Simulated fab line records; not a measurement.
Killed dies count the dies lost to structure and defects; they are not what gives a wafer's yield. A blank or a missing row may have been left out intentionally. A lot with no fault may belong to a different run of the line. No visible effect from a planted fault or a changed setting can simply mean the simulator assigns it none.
Chamber matching || flow n5 finfet || rie diel-06 running N5_MOL_CONTACT_COAG_ETCH_15: 4 sister chambers
The step etches SiNx in CH3F/O2, stops on Si:P, target depth 7 nm. 4 wafers are shown with their chamber, then 12 later ones without.

== WAFERS PAIRED WITH THEIR CHAMBERS ==
{"wafer": "L092.2", "chamber": 1, "throttle valve pct (%)": 16.7}
{"wafer": "L092.4", "chamber": 2, "throttle valve pct (%)": 16.3}
{"wafer": "L076.3", "chamber": 0, "throttle valve pct (%)": 16.1}
{"wafer": "L076.5", "chamber": 3, "throttle valve pct (%)": 16.8}

== WAFERS WITH NO CHAMBER GIVEN ==
{"wafer": "L094.4", "throttle valve pct (%)": 16.8}
{"wafer": "L094.5", "throttle valve pct (%)": 16.3}
{"wafer": "L094.6", "throttle valve pct (%)": 16.8}
{"wafer": "L095.1", "throttle valve pct (%)": 16.7}
{"wafer": "L095.3", "throttle valve pct (%)": 16.3}
{"wafer": "L095.6", "throttle valve pct (%)": 16.7}
{"wafer": "L097.1", "throttle valve pct (%)": 16.3}
{"wafer": "L097.3", "throttle valve pct (%)": 16.8}
{"wafer": "L097.6", "throttle valve pct (%)": 16.3}
{"wafer": "L096.1", "throttle valve pct (%)": 16.1}
{"wafer": "L096.3", "throttle valve pct (%)": 16.9}
{"wafer": "L096.4", "throttle valve pct (%)": 16.8}

== WHICH CHAMBER EACH WENT THROUGH ==
{"wafer": "L094.4", "from the rows above": 3, "in truth": 3}
{"wafer": "L094.5", "from the rows above": 2, "in truth": 2}
{"wafer": "L094.6", "from the rows above": 3, "in truth": 3}
{"wafer": "L095.1", "from the rows above": 1, "in truth": 1}
{"wafer": "L095.3", "from the rows above": 2, "in truth": 2}
{"wafer": "L095.6", "from the rows above": 1, "in truth": 1}
{"wafer": "L097.1", "from the rows above": 2, "in truth": 2}
{"wafer": "L097.3", "from the rows above": 3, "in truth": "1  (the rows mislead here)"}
{"wafer": "L097.6", "from the rows above": 2, "in truth": 2}
{"wafer": "L096.1", "from the rows above": 0, "in truth": 0}
{"wafer": "L096.3", "from the rows above": 3, "in truth": 3}
{"wafer": "L096.4", "from the rows above": 3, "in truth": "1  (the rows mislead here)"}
Correct placement for 10 of the 12. Not placeable from these rows: 0. Number placed wrongly: 2.
How it was worked out, from the rows above alone: a wafer's distance from a chamber is the root of the sum, over the readings, of the square of ((its reading less the chamber's mean) divided by the reading's scatter). The wafer belongs to the nearest chamber; if the next one is less than 2 further off, it can't be placed. The mean given for a chamber averages the wafers shown for that chamber. The scatter: with one shown wafer a chamber, the root of the mean of the squares of how far each hidden wafer lies from its nearest shown one.
